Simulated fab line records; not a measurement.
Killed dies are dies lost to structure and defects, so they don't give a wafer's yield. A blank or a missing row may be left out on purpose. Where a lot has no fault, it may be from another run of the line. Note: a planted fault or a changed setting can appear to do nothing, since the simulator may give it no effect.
Which of the tools did it? | flow n5_finfet | 12 lots, 36 wafers sampled, at 4 steps of a route of 1938

## WHAT THE GAUGES READ, wafer by wafer
N5_BEOL_M6_CD_MEAS_35: target cd 40 nm, target cd y 28 nm. Usual: 40.1 nm for cd_nm, sd 0.48.
lot  | measured     | on        | cd_nm (nm)     | flag
L390 | day 9 03:53  | cd_sem-01 | 39.8 40.6 39.1 |
L392 | day 9 08:26  | cd_sem-02 | 40.1 40.0 40.0 |
L393 | day 9 12:43  | cd_sem-01 | 41.1 40.1 40.7 |
L395 | day 10 06:00 | cd_sem-01 | 40.6 40.2 40.4 |
L397 | day 10 06:11 | cd_sem-03 | 40.2 40.5 40.5 |
L396 | day 10 11:34 | cd_sem-02 | 40.3 39.7 40.0 |
L405 | day 12 09:33 | cd_sem-03 | 40.2 39.8 39.5 |
L406 | day 12 22:59 | cd_sem-03 | 40.2 40.7 40.5 |
L407 | day 13 04:55 | cd_sem-03 | 40.5 39.9 40.1 |
L409 | day 13 08:49 | cd_sem-03 | 40.0 39.1 38.9 |
L408 | day 13 09:05 | cd_sem-02 | 40.3 40.3 41.0 |
L411 | day 14 00:13 | cd_sem-01 | 40.5 40.9 40.1 |

N5_BEOL_M6_INSPECT_58: inspects for defects (darkfield). Usual: 69 for raw_defect_count, sd 23.
lot  | measured     | on                | raw_defect_count | flag
L390 | day 9 06:22  | defect_inspect-01 | 81 67 68         |
L392 | day 9 12:19  | defect_inspect-02 | 62 54 64         |
L393 | day 9 14:51  | defect_inspect-01 | 83 119 121       |
L395 | day 10 08:16 | defect_inspect-01 | 58 36 82         |
L397 | day 10 08:31 | defect_inspect-01 | 81 78 70         |
L396 | day 10 14:14 | defect_inspect-02 | 28 29 38         |
L405 | day 12 12:27 | defect_inspect-01 | 68 96 88         |
L406 | day 13 01:41 | defect_inspect-01 | 46 30 50         |
L407 | day 13 07:07 | defect_inspect-01 | 66 81 73         |
L409 | day 13 11:10 | defect_inspect-01 | 47 48 66         |
L408 | day 13 13:12 | defect_inspect-01 | 95 55 98         |
L411 | day 14 02:25 | defect_inspect-02 | 86 70 82         |

## EACH LOT AND THE TOOL THAT RAN IT (in order: tool; ch and the chambers of the sampled wafers; start)
lot  | N5_BEOL_M6_PRE_CLEAN_45      | N5_BEOL_M6_CVD_78
L390 | pvd_sputter-03, day 9 04:20  | cvd_co-01 ch 0,1, day 9 05:05
L392 | pvd_sputter-02, day 9 09:07  | cvd_co-01 ch 0,1,2, day 9 09:47
L393 | pvd_sputter-01, day 9 13:17  | cvd_co-02 ch 1,2, day 9 13:41
L395 | pvd_sputter-03, day 10 06:35 | cvd_co-01 ch 0,1,2, day 10 07:05
L397 | pvd_sputter-01, day 10 06:44 | cvd_co-01 ch 0,1, day 10 07:11
L396 | pvd_sputter-01, day 10 12:13 | cvd_co-01 ch 0,1,2, day 10 13:06
L405 | pvd_sputter-02, day 12 10:47 | cvd_co-01 ch 1,2, day 12 11:11
L406 | pvd_sputter-01, day 12 23:53 | cvd_co-01 ch 0,2, day 13 00:30
L407 | pvd_sputter-01, day 13 05:37 | cvd_co-01 ch 0,1,2, day 13 06:03
L409 | pvd_sputter-01, day 13 09:19 | cvd_co-02 ch 0,1, day 13 09:52
L408 | pvd_sputter-01, day 13 09:47 | cvd_co-02 ch 0,2, day 13 11:31
L411 | pvd_sputter-03, day 14 00:40 | cvd_co-02 ch 0,2, day 14 01:11
- N5_BEOL_M6_PRE_CLEAN_45: time 30 s.
- N5_BEOL_M6_CVD_78: deposits Co from CCTBA/H2, target thk 2 nm, time 142.3 s.

## WHAT THE TOOLS THEMSELVES READ (means of the sampled wafers that have a number; where no wafer has one, the mark that the record gives instead)
N5_BEOL_M6_PRE_CLEAN_45. Usual: 327 W for heater_power_w, sd 37.
lot  | tool           | heater_power_w (W) | flag
L390 | pvd_sputter-03 | 340                |
L392 | pvd_sputter-02 | 266                |
L393 | pvd_sputter-01 | 362                |
L395 | pvd_sputter-03 | 325                |
L397 | pvd_sputter-01 | 356                |
L396 | pvd_sputter-01 | 325                |
L405 | pvd_sputter-02 | 291                |
L406 | pvd_sputter-01 | 331                |
L407 | pvd_sputter-01 | 332                |
L409 | pvd_sputter-01 | 358                |
L408 | pvd_sputter-01 | 353                |
L411 | pvd_sputter-03 | 323                |

N5_BEOL_M6_CVD_78. Usual: 165.2 s for run_length_s, sd 0.45.
lot  | tool      | run_length_s (s) | flag
L390 | cvd_co-01 | 164.6            |
L392 | cvd_co-01 | 165.0            |
L393 | cvd_co-02 | 165.2            |
L395 | cvd_co-01 | 165.1            |
L397 | cvd_co-01 | 165.4            |
L396 | cvd_co-01 | 164.7            |
L405 | cvd_co-01 | 164.8            |
L406 | cvd_co-01 | 182.8            | OFF
L407 | cvd_co-01 | 201.1            | OFF
L409 | cvd_co-02 | 165.6            |
L408 | cvd_co-02 | 165.3            |
L411 | cvd_co-02 | 165.2            |

## THE ANSWER, worked out from the rows above alone
Rule: a lot counts as off when the mean over its wafers that have a number is more than 3 standard deviations away from the usual mean. Also off: a lot with no number at a reading for which 4 or more lots have one. Any other lot the step has rows for is counted as sound. After the gauges, taken in route order, come the tools' own readings; for these a lot's mean is taken, as printed above. The first step at which some lot is off is used, and at that step the reading that is off furthest; a lot without a number counts as furthest.
Off: L406, L407 (N5_BEOL_M6_CVD_78, run_length_s).
If a tool, at that step or one of the process steps before it, ran each lot that is off and ran no sound lot following the first of them, it fits. One fits: cvd_co-01 at N5_BEOL_M6_CVD_78. A fault onset in the window from L405 (day 12 11:11, its last sound lot) to L406 (day 13 00:30, its first lot off) fits.
On the lots that are off, the tool's own readings at N5_BEOL_M6_CVD_78 differ by more than 5 times the standard deviation of the sound lots' means, which bears it out; run_length_s reads 191.9 s there versus 165.1 s on the sound lots.

## WHAT THE SIMULATOR HAD INSERTED
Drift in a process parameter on cvd_co-01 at N5_BEOL_M6_CVD_78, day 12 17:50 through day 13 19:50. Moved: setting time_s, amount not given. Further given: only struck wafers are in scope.
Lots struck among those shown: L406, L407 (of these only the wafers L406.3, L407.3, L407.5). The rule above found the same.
